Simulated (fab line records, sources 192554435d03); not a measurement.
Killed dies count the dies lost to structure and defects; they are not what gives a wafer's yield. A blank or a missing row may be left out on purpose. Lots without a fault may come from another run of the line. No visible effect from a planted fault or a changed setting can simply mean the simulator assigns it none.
Commonality check across tools	flow n5 finfet	Sample size 8 lots and 23 wafers

WHY IT WAS OPENED
At N5_FIN_SAQP_OCD_MEAS_76 the reading trench depth nm is flagged on 3 of 8 lots. Fault-free wafers read 120.2 nm, with a standard deviation of 1.5.
Rule: a lot gets a flag if all its wafers with a number sit over 4 standard deviations from that mean, or if no wafer of it has a number. All remaining lots are regarded as sound.

lot	measured	on	trench depth nm (nm), wafer by wafer	flag
L940	day 2 21:38	ocd-02	120.2 121.8 121.2	
L942	day 3 08:46	ocd-02	119.9 120.6 120.6	
L944	day 3 21:19	ocd-01	0.5 0.1 0.3	FLAGGED
L945	day 4 02:01	ocd-02	0 0 0	FLAGGED
L946	day 4 08:28	ocd-02	0.1 0.5 0	FLAGGED
L953	day 6 03:01	ocd-02	117.8 117.4 122.0	
L955	day 6 13:42	ocd-02	120.4 120.7	
L958	day 7 10:52	ocd-02	118.9 121.0 119.2	
The mean of the flagged lots' numbers is 0.2 nm, -120.0 nm from the usual (-80 standard deviations).

LOT BY LOT: THE TOOL USED
5 process steps preceding the reading are held in the record, out of 1938 steps in the route. Every cell lists first the tool, next ch and the chambers used by the sampled wafers, and last the start.
lot	flag	N5_FIN_SAQP_MANDREL_ETCH_58	N5_FIN_SAQP_RECESS_71	N5_FIN_SAQP_ETCH_34	N5_FIN_SAQP_HM_CD_35	N5_FIN_SAQP_ETCH_64
L940		rie si-05 ch 0,1,2, day 2 19:25	vapor etch-02 ch 0,1, day 2 20:14	rie diel-02 ch 0,1,3, day 2 21:12	cd sem-01, day 2 21:21	rie si-04 ch 0,1,2, day 2 21:23
L942		rie si-05 ch 0,1, day 3 06:21	vapor etch-02 ch 1, day 3 07:05	rie diel-06 ch 0,1,2, day 3 08:20	cd sem-01, day 3 08:29	rie si-05 ch 0,2,3, day 3 08:32
L944	FLAGGED	rie si-05 ch 0,2,3, day 3 18:29	vapor etch-02 ch 0,1, day 3 19:20	rie diel-06 ch 0,3, day 3 20:52	cd sem-03, day 3 21:01	rie si-02 ch 0,1,2, day 3 21:04
L945	FLAGGED	rie si-05 ch 0,1,2, day 4 00:06	vapor etch-02 ch 0,1, day 4 00:50	rie diel-02 ch 0,1, day 4 01:35	cd sem-01, day 4 01:44	rie si-05 ch 1,2,3, day 4 01:47
L946	FLAGGED	rie si-05 ch 0,1,3, day 4 06:25	vapor etch-01 ch 0,1, day 4 07:07	rie diel-02 ch 1,2,3, day 4 08:02	cd sem-02, day 4 08:11	rie si-02 ch 1,2,3, day 4 08:13
L953		rie si-05 ch 1,2,3, day 6 01:06	vapor etch-01 ch 0,1, day 6 01:47	rie diel-06 ch 0,2, day 6 02:34	cd sem-03, day 6 02:43	rie si-04 ch 0,1,2, day 6 02:46
L955		rie si-02 ch 0,2, day 6 11:47	vapor etch-02 ch 0,1, day 6 12:29	rie diel-06 ch 0,2, day 6 13:16	cd sem-03, day 6 13:25	rie si-04 ch 2,3, day 6 13:28
L958		rie si-02 ch 0,1,3, day 7 08:01	vapor etch-02 ch 0,1, day 7 08:59	rie diel-06 ch 0,1, day 7 10:26	cd sem-02, day 7 10:35	rie si-02 ch 0,3, day 7 10:37
What is done by these steps:
- N5_FIN_SAQP_MANDREL_ETCH_58: etches a-Si in HBr/Cl2, stops on SiNx, target depth 45 nm, bt time 10 s, time 27 s.
- N5_FIN_SAQP_RECESS_71: chemistry HF/NH3, target SiO2, target depth 3 nm, afs cycles 1, sublimation time 60 s.
- N5_FIN_SAQP_ETCH_34: etches SiO2 in C4F6/O2, target depth 45 nm, time 15 s.
- N5_FIN_SAQP_HM_CD_35: target cd 8 nm.
- N5_FIN_SAQP_ETCH_64: etches SiO2 in CF4, target depth 1.5 nm.
- N5_FIN_SAQP_OCD_MEAS_76

FLAGGED AGAINST TOTAL, ONE TOOL AT A TIME (gauges that did the reading follow at the end)
step	tool	lots run	flagged	share of the flagged lots	sound lots run after its first flagged lot
N5_FIN_SAQP_MANDREL_ETCH_58	rie si-02	2	0	none	-
N5_FIN_SAQP_MANDREL_ETCH_58	rie si-05	6	3	all	1 (L953)
N5_FIN_SAQP_RECESS_71	vapor etch-01	2	1	some	1 (L953)
N5_FIN_SAQP_RECESS_71	vapor etch-02	6	2	some	2 (L955,L958)
N5_FIN_SAQP_ETCH_34	rie diel-02	3	2	some	0
N5_FIN_SAQP_ETCH_34	rie diel-06	5	1	some	3 (L953,L955,L958)
N5_FIN_SAQP_HM_CD_35	cd sem-01	3	1	some	0
N5_FIN_SAQP_HM_CD_35	cd sem-02	2	1	some	1 (L958)
N5_FIN_SAQP_HM_CD_35	cd sem-03	3	1	some	2 (L953,L955)
N5_FIN_SAQP_ETCH_64	rie si-02	3	2	some	1 (L958)
N5_FIN_SAQP_ETCH_64	rie si-04	3	0	none	-
N5_FIN_SAQP_ETCH_64	rie si-05	2	1	some	0
N5_FIN_SAQP_OCD_MEAS_76	ocd-01	1	1	some	0
N5_FIN_SAQP_OCD_MEAS_76	ocd-02	7	2	some	3 (L953,L955,L958)

WHAT THE TABLE ALLOWS
In the table, 1 row covers all flagged lots: rie si-05 at N5_FIN_SAQP_MANDREL_ETCH_58.
- rie si-05 at N5_FIN_SAQP_MANDREL_ETCH_58: 3 of its 6 lots flagged. Sound lots followed the first flagged one (L953) on it, something a lasting fault affecting the whole tool could not allow.
There is no row in the table that ran each flagged lot and no sound lot after the first.

WHAT THE SIMULATOR HAD PUT IN
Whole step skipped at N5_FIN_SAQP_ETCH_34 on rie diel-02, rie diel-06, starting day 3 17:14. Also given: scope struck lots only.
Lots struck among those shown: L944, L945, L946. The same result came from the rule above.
